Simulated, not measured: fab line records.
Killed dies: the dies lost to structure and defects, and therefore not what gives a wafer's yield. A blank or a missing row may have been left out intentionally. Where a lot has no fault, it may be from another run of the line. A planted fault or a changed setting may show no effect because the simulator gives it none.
fab line records | flow nand-harc
record lots=4 | wafers=10 | last-day=21
route steps=1159 shown A_ONON_D1@438 A_CHANNEL_HOLE_D1@450 END@1159
lots that met no fault: from a run of the same line without faults
start-h: start of the lot's first displayed wafer, in hours after the record's first day | wait-h: how many hours have passed since the lot's step before this one | " repeats the value in the row above | L1.1+2: a single row standing in for several wafers | - no value present, or no start provided | * or withheld: withheld | < > ~ a bound
route shown NAME@n: a module of which the file shows steps, and the number in the route of the first | usual: mean/standard deviation taken from wafers without a fault | same: alike in all rows | chamber/n: place in a boat | sites: each site's reading | _std_site: the values' standard deviation | _edge_site: inner sites' mean taken away from outer sites' mean | radius-mm: how far each site lies from the wafer's centre | mask NAME#n: copy n | behind: tool/chamber where the wafer was last shaped | hold: why the lot went on hold/how many hours it stayed there/how the hold came to an end | device: whichever transistor did not switch (one of n, p or np) | end of line: tests of these same wafers at the route's end | a step without rows: its recipe alone | killed: count of dies lost to structure and defects at first sort (not the wafer's yield) | map: a wafer's dies, marking killed ones x, the rest . and places with no die _
set.NAME: the run value of the setting; set.NAME@STEP: its run value at that earlier step | model.NAME: the simulator's own value behind a step, which no gauge read
lots at some steps of the route; a table a step, a row a wafer
services: a tool's chamber out of use, with start hour (start-h, from the record's first day; less than 0 if before it), hours out, and reason
## steps
# step NHARC_A_ONON_D1_DEP_19
# recipe target-thk-a=10000 | n2-flow-sccm=2750 | n2o-flow-sccm=2000 | nh3-flow-sccm=500 | sih4-flow-sccm=210 | temp-c=400
# step NHARC_A_ONON_D1_DEP_22
# recipe target-thk-a=10000 | n2-flow-sccm=2750 | n2o-flow-sccm=2000 | nh3-flow-sccm=500 | sih4-flow-sccm=210 | temp-c=400
# step NHARC_A_ONON_D1_DEP_25
# recipe target-thk-a=10000 | n2-flow-sccm=2750 | n2o-flow-sccm=2000 | nh3-flow-sccm=500 | sih4-flow-sccm=210 | temp-c=400
# step NHARC_A_ONON_D1_DEP_28
# recipe target-thk-a=10000 | n2-flow-sccm=2750 | n2o-flow-sccm=2000 | nh3-flow-sccm=500 | sih4-flow-sccm=210 | temp-c=400
# step NHARC_A_ONON_D1_DEP_33
# recipe target-thk-a=2000 | temp-c=400 | pressure-torr=6.5 | rf-w=900 | teos-flow-sccm=161.4 | flow-sccm=2650 | target-thk-nm=200 | gas=O2 | material=SiO2
# step NHARC_A_CHANNEL_HOLE_D1_DEP_00
# recipe target-thk-a=31000 | temp-c=400 | material=aC
# usual throttle-valve-pct=35.000/0.0089
lot.wafer | tool       | chamber | start-h | wait-h | throttle-valve-pct
L484.2    | acl-dep-01 | 0       | 168.04  | 1.2    | 35.005
L484.5    | "          | 0       | "       | "      | 35.019
L484.6    | "          | 0       | "       | "      | 35.003
L487.1    | acl-dep-02 | 0       | 196.85  | 1.5    | 35.001
L487.2    | "          | 0       | "       | "      | 34.997
L487.5    | "          | 0       | "       | "      | 35.010
L493.2    | acl-dep-02 | 0       | 239.07  | 0.5    | 34.991
L493.5    | "          | 0       | "       | "      | 34.996
L495.2    | acl-dep-02 | 0       | 248.69  | 1.0    | 34.995
L495.4    | "          | 0       | "       | "      | 35.007
# step NHARC_A_CHANNEL_HOLE_D1_DEP_01
# recipe target-thk-a=1400 | target-thk-nm=140 | temp-c=400 | pressure-torr=3.5 | flow-sccm=200 | rf-w=350 | material=SiON
# step NHARC_A_CHANNEL_HOLE_D1_DEHYDRATE_02
# recipe temp-c=150 | time-s=120
# step NHARC_A_CHANNEL_HOLE_D1_HMDS_03
# recipe time-s=30
# step NHARC_A_CHANNEL_HOLE_D1_COAT_36
# recipe temp-c=260 | time-s=75
# step NHARC_A_CHANNEL_HOLE_D1_COAT_37
# recipe temp-c=225 | time-s=65
# step NHARC_A_CHANNEL_HOLE_D1_COAT_04
# recipe spin-rpm=1500 | resist-thk-nm=90
# step NHARC_A_CHANNEL_HOLE_D1_SOFTBAKE_05
# recipe temp-c=105 | time-s=55
# step NHARC_A_CHANNEL_HOLE_D1_EBR_06
# step NHARC_A_CHANNEL_HOLE_D1_EXPOSE_07
# recipe na=1.35 | target-cd-nm=100 | sigma-outer=0.3 | dose-mj=59.65 | mask-id=HOLE_D1
# step NHARC_A_CHANNEL_HOLE_D1_PEB_08
# recipe peb-temp-c=100 | peb-time-s=65
# step NHARC_A_CHANNEL_HOLE_D1_DEVELOP_09
# recipe develop-time-s=35 | dev-temp-c=23
# step NHARC_A_CHANNEL_HOLE_D1_DESCUM_15
# recipe time-s=3 | o2-flow-sccm=200 | ar-flow-sccm=0 | bias-power-w=0 | chemistry=O2
# step NHARC_A_CHANNEL_HOLE_D1_ETCH_38
# recipe target-depth-a=390 | over-etch-frac=0.3 | time-s=65 | ion-energy-ev=80 | cf4-flow-sccm=150 | ar-flow-sccm=0 | rf-w=300 | bias-w=100 | chemistry=CF4
# step NHARC_A_CHANNEL_HOLE_D1_ETCH_39
# recipe target-depth-a=2600 | over-etch-frac=0.3 | time-s=325 | ion-energy-ev=200 | n2-flow-sccm=150 | h2-flow-sccm=150 | ar-flow-sccm=0 | rf-w=400 | bias-w=150 | chemistry=N2/H2
# step NHARC_A_CHANNEL_HOLE_D1_ETCH_34
# recipe target-depth-a=1540 | time-s=77 | cf4-flow-sccm=100 | chf3-flow-sccm=30 | ar-flow-sccm=0 | rf-w=500 | bias-w=200 | chemistry=CF4/CHF3
# step NHARC_A_CHANNEL_HOLE_D1_ETCH_16
# recipe target-depth-a=31000 | over-etch-frac=0.3 | time-s=806 | ion-energy-ev=150 | o2-flow-sccm=400 | cos-flow-sccm=20 | ar-flow-sccm=0 | rf-w=500 | bias-w=300 | chemistry=O2/COS
# step NHARC_A_CHANNEL_HOLE_D1_ETCH_19
# recipe bias-v=1200 | source-w=2500 | pressure-mtorr=15 | time-s=34.5 | ar-flow-sccm=375 | c4f8-flow-sccm=28.8 | o2-flow-sccm=96.2 | temp-c=-20 | target-depth-a=* | chemistry=C4F8/O2/Ar
# step NHARC_A_CHANNEL_HOLE_D1_ETCH_20
# recipe bias-v=3000 | source-w=withheld | pressure-mtorr=20 | time-s=361.9 | ar-flow-sccm=375 | c4f8-flow-sccm=89.3 | o2-flow-sccm=35.7 | temp-c=-20 | target-depth-a=16000 | chemistry=C4F8/O2/Ar
# step NHARC_A_CHANNEL_HOLE_D1_ETCH_21
# recipe bias-v=3000 | source-w=withheld | pressure-mtorr=20 | time-s=514.3 | ar-flow-sccm=375 | c4f8-flow-sccm=89.3 | o2-flow-sccm=35.7 | temp-c=-20 | target-depth-a=16000 | chemistry=C4F8/O2/Ar
# step NHARC_A_CHANNEL_HOLE_D1_ETCH_22
# recipe bias-v=3000 | source-w=withheld | pressure-mtorr=20 | time-s=666.7 | ar-flow-sccm=375 | c4f8-flow-sccm=89.3 | o2-flow-sccm=35.7 | temp-c=-20 | target-depth-a=16000 | chemistry=C4F8/O2/Ar
# step NHARC_A_CHANNEL_HOLE_D1_ETCH_23
# recipe bias-v=5000 | source-w=withheld | pressure-mtorr=20 | time-s=819 | ar-flow-sccm=375 | c4f8-flow-sccm=89.3 | o2-flow-sccm=35.7 | temp-c=-20 | target-depth-a=16000 | chemistry=C4F8/O2/Ar
# step NHARC_A_CHANNEL_HOLE_D1_ETCH_24
# recipe bias-v=5000 | source-w=withheld | pressure-mtorr=20 | time-s=906.2 | ar-flow-sccm=375 | c4f8-flow-sccm=93.8 | o2-flow-sccm=31.2 | temp-c=-20 | target-depth-a=15000 | chemistry=C4F8/O2/Ar
# step NHARC_A_CHANNEL_HOLE_D1_ETCH_25
# recipe bias-v=5000 | source-w=withheld | pressure-mtorr=20 | time-s=1040.2 | ar-flow-sccm=375 | c4f8-flow-sccm=93.8 | o2-flow-sccm=31.2 | temp-c=-20 | target-depth-a=15000 | chemistry=C4F8/O2/Ar
# step NHARC_A_CHANNEL_HOLE_D1_ETCH_26
# recipe bias-v=300 | source-w=2000 | pressure-mtorr=30 | time-s=224.1 | ar-flow-sccm=375 | c4f8-flow-sccm=11.4 | o2-flow-sccm=113.6 | temp-c=-20 | target-depth-a=3000 | chemistry=C4F8/O2/Ar
# step NHARC_A_CHANNEL_HOLE_D1_ETCH_33
# recipe bias-v=400 | source-w=2000 | pressure-mtorr=25 | time-s=90 | ar-flow-sccm=375 | c4f8-flow-sccm=41.7 | o2-flow-sccm=83.3 | temp-c=-20 | target-depth-a=4000 | chemistry=C4F8/O2/Ar
# step NHARC_END_SORT_01
# recipe temp-c=25
# usual killed-at-array=31/11 | killed-at-other=0.5/0.78 | killed-at-periphery=3.0/2 | killed-dies=34/12 | killed-open=3.2/2 | killed-short=1.9/1.6
# same gross-dies=677
lot.wafer | tool      | chamber | start-h | wait-h | killed-at-array | killed-at-other | killed-at-periphery | killed-dies | killed-open | killed-short
L493.2    | prober-01 | 0       | 498.16  | 2.8    | 602             | 0               | 3                   | 605         | 1           | 4
L493.5    | prober-01 | 0       | 500.55  | 3.7    | 617             | 0               | 4                   | 621         | 4           | 1
L495.2    | prober-01 | 0       | 510.81  | 2.8    | 664             | 1               | 4                   | 669         | 3           | 2
# killed by level:class
L493.2 A_CHANNEL_HOLE_D1:area-dep=584 A_STAIRCASE:chamber-film-flake=7 A_CHANNEL_HOLE_D1:chamber-film-flake=3 A_ONON_D1:geometric-particle:short=2 P_ZERO_WELL:chamber-film-flake=2 A_CONTACT:chamber-film-flake=2 A_CHANNEL_HOLE_D1:geometric-particle:short=1 A_WL_FILL:geometric-particle:short=1
L493.5 A_CHANNEL_HOLE_D1:area-dep=603 A_CHANNEL_HOLE_D1:chamber-film-flake=3 A_STAIRCASE:chamber-film-flake=3 A_SLIT:chamber-film-flake=3 P_ZERO_WELL:chamber-film-flake=2 P_STI:geometric-particle:open=1 P_CONTACT:geometric-particle:open=1 A_ONON_D1:geometric-particle:short=1
L495.2 A_CHANNEL_HOLE_D1:area-dep=647 A_CHANNEL_HOLE_D1:chamber-film-flake=6 A_CONTACT:chamber-film-flake=4 A_CHANNEL_FILL_D1:geometric-particle:short=2 P_M1:chamber-film-flake=2 A_STAIRCASE:chamber-film-flake=2 P_CONTACT:geometric-particle:open=1 A_SOURCE_PLATE:geometric-particle:open=1
# map L493.5 (x killed, . not)
____________x____________
_________xxxxxxx_________
_______xxxxxxxxxxx_______
______xxxxxxxxxxxxx______
_____xxxxxxxxxxxxxxx_____
____xxxxxxxxxxxxxxxxx____
____xxxxxxxxxxx.x.xxx____
___xxxxxxxxx.xxxxxxxxx___
___xxxxxxxxxxxxxxx.xxx___
__xxxxxxxx.xxxxxxxxxxxx__
__xxxxxxxxxxxxxx.xxxxxx__
_xxxxx.xxx..xxx.xx.xxxxx_
_xxxxxxx.x.xxxxxxxxxxxxx_
_xxxxxxxxxx...xxxxxxxxxx_
_xxxx.xx.x..x.xxxxxxxxxx_
_xxxxxxxx.x.x..x.x.xxxxx_
xxxxxxxxxx..xx.xxxxxxxxxx
xxxxxxxxxx..xxxx.xxxxxxxx
xxxxxx.xxxxx.xxxxxxxxxxxx
xxxxxx..xxxx..xx.xxxxxxxx
xxxxxx..xxx..x..xx.xxxxxx
_xxxxxxxxxxx.xx..xxxxxxx_
_xxxxxxxxxx..xxxxxxxxxxx_
_xxxxxxxxxxxxxxxxxxxxxxx_
_xxxxxxxxxxxxxxxxxxxxxxx_
_xxxxxxxxxxxxxx..xxxxxxx_
__xxxxxxxx.xxxxxxxxxxxx__
__xxxxxxxxxxxxxxxxxxxxx__
___xxxxxxxxxxxxxxxxxxx___
___xxxxxxxxxxxxxxxxxxx___
____xxxxxxxxxx.xxxxxx____
____xxxxxxxxxxxxxxxxx____
_____xxxxxxxxxxxxxxx_____
______xxxxxxxxxxxxx______
_______xxxxxxxxxxx_______
_________xxxxxxx_________
____________x____________
# map L495.2 (x killed, . not)
____________x____________
_________xxxxxxx_________
_______xxxxxxxxxxx_______
______xxxxxxxxxxxxx______
_____xxxxxxxxxxxxxxx_____
____xxxxxxxxxxxxxxxxx____
____xxxxxxx.xxxxxxxxx____
___xxxxxxxxxxxxxxxxxxx___
___xxxxxxxxxxxxxxxxxxx___
__xxxxxxxxxxxxxxxxxxxxx__
__xxxxxxxxxxxxxxxxxxxxx__
_xxxxxxxxxxxxxxxxxxxxxxx_
_xxxxxxxxxxxxxxxxxxxxxxx_
_xxxxx.xxxxxxxxxxxxxxxxx_
_xxxxxxx.xxxxxxxxxxxxxxx_
_xxxxxxxxxxxxxxxxxxxxxxx_
xxxxxxxxxxxxxxxxxx.xxxxxx
xxxxxxxxxxxxxxxx.xxxxxxxx
xxxxxxxxxxxx.xxxxxxxxxxxx
xxxxxxxxxxxxxxxxxx.xxxxxx
xxxxxxxxxxxxxxxxxxxxxxxxx
_xxxxxxxxxxxxxxxxxxxxxxx_
_xxxxxxxxxxxxxxxxxxxxxxx_
_xxxxxxxxx.xxxxxxxxxxxxx_
_xxxxxxxxxxxxxxxxxxxxxxx_
_xxxxxxxxxxxxxxxxxxxxxxx_
__xxxxxxxxxxxxxxxxxxxxx__
__xxxxxxxxxxxxxxxxxxxxx__
___xxxxxxxxxxxxxxxxxxx___
___xxxxxxxxxxxxxxxxxxx___
____xxxxxxxxxxxxxxxxx____
____xxxxxxxxxxxxxxxxx____
_____xxxxxxxxxxxxxxx_____
______xxxxxxxxxxxxx______
_______xxxxxxxxxxx_______
_________xxxxxxx_________
____________x____________
## services
tool       | chamber | start-h | hours | kind
acl-dep-02 | -       | 168.77  | 13.0  | pm
## key
first-sign step=NHARC_END_SORT_01 | reading=killed-at-array | direction=up | sigmas=54 | usual=31 | struck=628
effect step=NHARC_END_SORT_01 | reading=killed-dies | direction=up | sigmas=52 | usual=34 | struck=632
more-kills-born-at NHARC_A_CHANNEL_HOLE_D1_DEP_00@acl-dep-02=1834
met-at NHARC_A_CHANNEL_HOLE_D1_DEP_00
struck-wafers L493.2,L493.5,L495.2
later-rows-left-out L493.2,L493.5,L495.2
tester-left-out L493,L495
onset-between 196.85 239.07
fault kind=process-parameter-drift | tool=acl-dep-02 | chamber=- | onset-h=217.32 | steps=NHARC_A_CHANNEL_HOLE_D1_DEP_00 | channel=target-thk-a | offset=* | shape=step | end-h=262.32 | scope=struck-wafers-only | acts-in=* | stated=*
# tester-left-out: of these lots the tester's yield and bins aren't shown, on N5 and GAA mostly nor the transistor test; their killed dies are dies lost to structure and defects alone, not to doping, threshold or leakage, so they don't give the yield
# later-rows-left-out: the simulator's readings of these wafers behind a module that went badly wrong aren't trusted and aren't shown, but for the sort
